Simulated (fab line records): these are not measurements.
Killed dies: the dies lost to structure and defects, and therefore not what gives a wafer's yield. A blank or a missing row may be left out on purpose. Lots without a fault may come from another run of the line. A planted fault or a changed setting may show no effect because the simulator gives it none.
Matching of chambers :: flow n5 finfet :: N5_MIM_TOP_ALD_00 on ald hk-02 has 4 sister chambers
The step deposits Al2O3, purge time 3 s, co reactant pulse time 3 s. 8 wafers are shown with their chamber, then 8 later ones without.

## WAFERS PAIRED WITH THEIR CHAMBERS
wafer: L076.1
chamber: 0
precursor pulse height rel: 0.989

wafer: L076.4
chamber: 3
precursor pulse height rel: 1.004

wafer: L081.2
chamber: 0
precursor pulse height rel: 1.020

wafer: L081.4
chamber: 1
precursor pulse height rel: 0.978

wafer: L082.4
chamber: 1
precursor pulse height rel: 0.990

wafer: L087.3
chamber: 3
precursor pulse height rel: 1.002

wafer: L087.6
chamber: 2
precursor pulse height rel: 1.031

wafer: L089.1
chamber: 2
precursor pulse height rel: 1.017

## WAFERS MISSING THEIR CHAMBER
wafer: L089.5
precursor pulse height rel: 1.010

wafer: L089.6
precursor pulse height rel: 1.018

wafer: L090.1
precursor pulse height rel: 0.983

wafer: L090.3
precursor pulse height rel: 0.997

wafer: L090.4
precursor pulse height rel: 0.996

wafer: L094.1
precursor pulse height rel: 1.028

wafer: L094.5
precursor pulse height rel: 1.008

wafer: L094.6
precursor pulse height rel: 1.018

## THE CHAMBER EACH PASSED THROUGH
wafer: L089.5
from the rows above: can't be placed: 0 or 3 or 2 or 1
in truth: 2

wafer: L089.6
from the rows above: can't be placed: 2 or 0 or 3
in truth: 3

wafer: L090.1
from the rows above: can't be placed: 1 or 3 or 0
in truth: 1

wafer: L090.3
from the rows above: can't be placed: 3 or 0 or 1 or 2
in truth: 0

wafer: L090.4
from the rows above: can't be placed: 3 or 0 or 1 or 2
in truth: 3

wafer: L094.1
from the rows above: can't be placed: 2 or 0 or 3
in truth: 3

wafer: L094.5
from the rows above: can't be placed: 0 or 3 or 2 or 1
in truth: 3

wafer: L094.6
from the rows above: can't be placed: 2 or 0 or 3
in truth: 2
Correct placement for 0 of the 8. Can't be placed from these rows: 8 (the true chamber is among the candidates in 8). Number placed wrongly: 0.
How it was worked out, from the rows above alone: a wafer's distance from a chamber is the root of the sum, over the readings, of the square of ((its reading less the chamber's mean) divided by the reading's scatter). The wafer belongs to the nearest chamber; if the next one is less than 2 further off, it can't be placed. A chamber's mean is the mean of its shown wafers. The scatter: the root of (the sum of the squares of (reading less its chamber's mean) over the shown wafers, divided by (wafers less chambers)).
